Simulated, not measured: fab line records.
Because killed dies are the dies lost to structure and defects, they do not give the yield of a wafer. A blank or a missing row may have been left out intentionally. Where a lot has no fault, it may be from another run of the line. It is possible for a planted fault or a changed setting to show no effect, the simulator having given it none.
fab line records    flow nand-harc
record lots=13  wafers=39  last-day=34
route steps=1302 shown A_DECK1_JOINT@531 HYBRID_BOND@1242 THIN_TSV@1245 END@1302
lots that met no fault: from a run of the same line without faults
start-h: start of the lot's first displayed wafer, in hours after the record's first day    wait-h: time in hours since the lot's previous step    " as in the row above    L1.1+2: several wafers, shown together as one row    - no value present, or no start provided    * or withheld: withheld    < > ~ a bound
route shown NAME@n: NAME is a module with steps in the file, n the number in the route of the first one    usual: mean/standard deviation taken from wafers without a fault    same: alike in all rows    chamber/n: place in a boat    sites: each site's reading    _std_site: the standard deviation of these    _edge_site: the outer-site mean with the inner-site mean subtracted    radius-mm: for every site, how far away it sits from the centre of the wafer    mask NAME#n: copy n    behind: the tool/chamber that last shaped the wafer    hold: the reason the lot was held/the length of the hold in hours/how it ended    device: which transistor (n, p or np) failed to switch    end of line: tests run on the same wafers once the route is complete    a step without rows: its recipe alone    killed: count of dies lost to structure and defects at first sort (not the wafer's yield)    map: the dies of a wafer, with x for killed, . for not killed, _ for no die there
set.NAME: the setting the step ran with; set.NAME@STEP: the setting that earlier step ran with    model.NAME: the simulator's own value behind a step, which no gauge read
route steps across a sampled set of lots; one table per step, one row per wafer
services: the hour from which a tool's chamber was out of use, counted from the record's first day as start-h (under 0 if before that day), plus the number of hours and why
## steps
# step NHARC_A_DECK1_JOINT_PRECLEAN_30
# recipe time-s=*  temp-c=50  bath-age-min=0  chemistry=SC1
lot.wafer   tool          chamber  start-h  wait-h
L102.1+3+6  wet-bench-04  4,5,1    253.01   0.1
L103.1+2+5  wet-bench-07  1,4,5    253.02   0.1
L106.2+5+3  wet-bench-04  3,5,0    281.42   0.1
L105.5+3+2  wet-bench-07  1,2,5    285.04   0.1
L109.1+5+2  wet-bench-07  6,7,1    316.50   0.1
L108.1+4+6  wet-bench-04  1,2,4    316.51   0.1
L110.2+3+5  wet-bench-06  6,7,0    331.93   0.1
L111.4+2+1  wet-bench-06  2,3,6    343.42   0.1
L117.4+5+2  wet-bench-06  4,6,0    411.26   0.1
L121.2+1+6  wet-bench-04  3,5,0    447.68   0.1
L123.1+2+5  wet-bench-06  2,3,6    467.03   0.1
L124.6+1+4  wet-bench-06  3,5,7    473.90   0.1
L125.3+1+5  wet-bench-06  2,6,7    478.17   0.1
# step NHARC_HYBRID_BOND_OVL_MEAS_05
# usual overlay-x-nm=-2/33  overlay-y-nm=5/33
lot.wafer  tool        chamber  start-h  wait-h  overlay-x-nm  overlay-y-nm
L103.1     overlay-02  -        554.43   0.4     42            11
L103.2     "           -        "        "       4             64
L103.5     "           -        "        "       -43           21
L102.1     overlay-02  -        559.77   0.4     20            -49
L102.3     "           -        "        "       13            -18
L102.6     "           -        "        "       -14           37
L105.2     overlay-02  -        575.86   0.4     17            -12
L105.3     "           -        "        "       32            25
L105.5     "           -        "        "       22            22
L106.2     overlay-01  -        575.86   0.4     -73           1
L106.3     "           -        "        "       32            33
L106.5     "           -        "        "       -10           41
L108.1     overlay-02  -        614.33   0.4     37            -46
L108.4     "           -        "        "       -74           13
L108.6     "           -        "        "       -51           -22
L109.1     overlay-01  -        614.33   0.4     -32           31
L109.2     "           -        "        "       -18           25
L109.5     "           -        "        "       11            19
L110.2     overlay-02  -        625.60   0.4     12            -41
L110.3     "           -        "        "       -4            3
L110.5     "           -        "        "       -22           -32
L111.1     overlay-02  -        650.59   0.4     7             -45
L111.2     "           -        "        "       -16           38
L111.4     "           -        "        "       -56           24
L117.2     overlay-02  -        711.84   0.4     -6            22
L117.4     "           -        "        "       -12           -4
L117.5     "           -        "        "       -3            29
L121.1     overlay-02  -        734.78   0.4     9             29
L121.2     "           -        "        "       56            33
L121.6     "           -        "        "       -11           11
L123.1     overlay-02  -        761.09   0.4     -26           20
L123.2     "           -        "        "       12            67
L123.5     "           -        "        "       -32           -16
L124.1     overlay-02  -        778.91   0.4     -13           11
L124.4     "           -        "        "       77            -2
L124.6     "           -        "        "       11            -3
L125.1     overlay-01  -        798.16   0.4     -19           2
L125.3     "           -        "        "       -10           -3
L125.5     "           -        "        "       2             -26
# step NHARC_THIN_TSV_CMP_01
# recipe target-thk-um=3
# usual motor-current-A=12.1/1.1
lot.wafer  tool    chamber  start-h  wait-h  motor-current-A
L103.2     cmp-04  2        555.86   0.8     12.6
L103.1     "       0        "        "       13.2
L103.5     "       2        "        "       12.9
L102.3     cmp-03  0        561.21   0.6     13.3
L102.1     "       2        "        "       11.7
L102.6     "       0        "        "       13.1
L105.2     cmp-04  3        577.31   0.8     10.8
L105.3     "       1        "        "       11.7
L105.5     "       3        "        "       10.7
L106.2     cmp-02  0        578.48   0.8     10.4
L106.3     "       2        "        "       12.6
L106.5     "       1        "        "       10.1
L108.4     cmp-02  0        615.77   0.4     9.6
L108.1     "       1        "        "       10.5
L108.6     "       1        "        "       9.9
L109.1     cmp-02  2        617.02   1.1     12.6
L109.2     "       3        "        "       11.6
L109.5     "       1        "        "       10.0
L110.3     cmp-03  2        627.35   0.6     11.8
L110.2     "       3        "        "       13.0
L110.5     "       3        "        "       13.5
L111.1     cmp-04  0        652.04   1.1     13.3
L111.4     "       1        "        "       13.1
L111.2     "       2        "        "       12.4
L117.4     cmp-03  1        714.47   0.4     11.9
L117.2     "       3        "        "       13.2
L117.5     "       2        "        "       11.0
L121.1     cmp-04  0        736.21   1.0     12.9
L121.2     "       3        "        "       11.2
L121.6     "       0        "        "       13.4
L123.2     cmp-02  1        762.57   0.9     10.3
L123.1     "       2        "        "       12.4
L123.5     "       0        "        "       10.0
L124.4     cmp-03  0        780.33   0.4     12.3
L124.1     "       3        "        "       13.5
L124.6     "       0        "        "       13.2
L125.3     cmp-04  0        799.59   0.6     13.1
L125.1     "       2        "        "       12.6
L125.5     "       1        "        "       12.5
# step NHARC_THIN_TSV_CD_MEAS_12
# recipe target-cd-nm=1000  landing-energy-ev=500
# usual cd-nm=999.0/2.1
lot.wafer  tool       chamber  start-h  wait-h  cd-nm
L103.1     cd-sem-02  0        557.44   -       997.5
L103.2     "          0        "        "       999.2
L103.5     "          0        "        "       998.7
L102.1     cd-sem-01  0        562.50   -       997.0
L102.3     "          0        "        "       1004.2
L102.6     "          0        "        "       999.6
L105.2     cd-sem-03  0        578.60   -       1000.5
L105.3     "          0        "        "       1003.3
L105.5     "          0        "        "       1000.8
L106.2     cd-sem-01  0        579.80   -       999.2
L106.3     "          0        "        "       999.6
L106.5     "          0        "        "       1004.2
L108.1     cd-sem-01  0        617.11   -       997.5
L108.4     "          0        "        "       999.1
L108.6     "          0        "        "       996.0
L109.1     cd-sem-02  0        618.29   -       1000.1
L109.2     "          0        "        "       998.0
L109.5     "          0        "        "       996.4
L110.2     cd-sem-03  0        628.67   -       999.4
L110.3     "          0        "        "       1001.3
L110.5     "          0        "        "       999.8
L111.1     cd-sem-02  0        653.21   -       997.9
L111.2     "          0        "        "       999.6
L111.4     "          0        "        "       997.8
L117.2     cd-sem-02  0        715.78   -       999.7
L117.4     "          0        "        "       1006.0
L117.5     "          0        "        "       1000.4
L121.1     cd-sem-03  0        737.40   -       1000.6
L121.2     "          0        "        "       999.7
L121.6     "          0        "        "       1000.1
L123.1     cd-sem-01  0        763.72   -       1002.5
L123.2     "          0        "        "       1001.9
L123.5     "          0        "        "       999.7
L124.1     cd-sem-01  0        781.53   -       996.8
L124.4     "          0        "        "       999.4
L124.6     "          0        "        "       1001.9
L125.1     cd-sem-03  0        800.91   -       999.4
L125.3     "          0        "        "       997.3
L125.5     "          0        "        "       997.9
# step NHARC_END_SORT_01
# recipe temp-c=25
# usual killed-at-array=56/17  killed-at-other=0.9/1.2  killed-at-periphery=3.9/2.5  killed-dies=61/17  killed-open=3.2/1.8  killed-short=2.7/1.7
# same gross-dies=677
lot.wafer  tool       chamber  start-h  wait-h  killed-at-array  killed-at-other  killed-at-periphery  killed-dies  killed-open  killed-short
L117.2     prober-01  0        732.19   2.8     68               1                4                    73           3            4
L117.4     prober-01  0        733.78   3.4     145              3                3                    151          2            2
L117.5     prober-01  0        734.57   3.7     69               3                7                    79           5            3
# killed by level:class
L117.2 A_CHANNEL_HOLE_D1:chamber-film-flake=30 A_CHANNEL_HOLE_D2:chamber-film-flake=21 A_CONTACT:chamber-film-flake=3 A_M0:geometric-particle:open=2 P_CONTACT:chamber-film-flake=2 A_ZERO_WELL:chamber-film-flake=2 A_CHANNEL_FILL_D1:chamber-film-flake=2 A_SLIT:chamber-film-flake=2
L117.4 A_DECK1_JOINT:unspecified=75 A_CHANNEL_HOLE_D1:chamber-film-flake=31 A_CHANNEL_HOLE_D2:chamber-film-flake=23 A_SLIT:chamber-film-flake=5 A_STAIRCASE:chamber-film-flake=3 THIN_TSV:chamber-film-flake=3 P_CONTACT:chamber-film-flake=2 A_ZERO_WELL:chamber-film-flake=2
L117.5 A_CHANNEL_HOLE_D1:chamber-film-flake=31 A_CHANNEL_HOLE_D2:chamber-film-flake=22 P_CONTACT:chamber-film-flake=4 A_SLIT:chamber-film-flake=3 A_WL_FILL:chamber-film-flake=3 A_ZERO_WELL:chamber-film-flake=2 A_CONTACT:chamber-film-flake=2 THIN_TSV:chamber-film-flake=2
## services
tool          chamber  start-h  hours  kind
cmp-02        -        234.65   4.0    pm
cmp-03        -        254.41   8.3    repair
wet-bench-06  -        263.67   1.5    repair
cmp-03        -        281.57   4.0    pm
cmp-04        -        301.83   27.8   repair
cmp-02        -        304.25   3.4    repair
cmp-04        -        329.65   4.0    pm
cmp-03        -        332.20   11.1   repair
cmp-02        -        332.77   4.0    pm
wet-bench-04  -        338.84   3.9    repair
cmp-02        -        339.65   0.8    repair
wet-bench-06  -        369.60   8.0    pm
cmp-04        -        415.46   0.8    repair
cmp-04        -        427.77   4.0    pm
wet-bench-06  -        487.42   2.1    repair
cmp-04        -        516.86   2.2    repair
cmp-04        -        525.77   4.0    pm
cmp-04        -        543.09   6.2    repair
wet-bench-06  -        545.60   8.0    pm
cmp-04        -        623.77   4.0    pm
cmp-04        -        705.76   1.7    repair
cmp-04        -        712.35   0.6    repair
wet-bench-06  -        721.60   8.0    pm
cmp-04        -        721.77   4.0    pm
## key
first-sign step=NHARC_END_SORT_01  reading=killed-dies  direction=up  sigmas=5.3  usual=61  struck=151
effect step=NHARC_END_SORT_01  reading=killed-at-array  direction=up  sigmas=5.2  usual=56  struck=145
more-kills-born-at NHARC_A_DECK1_JOINT_PRECLEAN_30@wet-bench-06=75
met-at NHARC_A_DECK1_JOINT_PRECLEAN_30
struck-lots L117
struck-wafers L117.4
tester-left-out L117
not-acting-at NHARC_HYBRID_BOND_OVL_MEAS_05,NHARC_THIN_TSV_CMP_01,NHARC_THIN_TSV_CD_MEAS_12
fault kind=chamber-particle-source  tool=wet-bench-06  chamber=4  onset-h=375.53  steps=NHARC_A_DECK1_JOINT_PRECLEAN_30  rate-per-visit-cm2=1.1535  end-h=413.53
# tester-left-out: of these lots the tester's yield and bins aren't shown, on N5 and GAA mostly nor the transistor test; their killed dies are dies lost to structure and defects alone, not to doping, threshold or leakage, so they don't give the yield
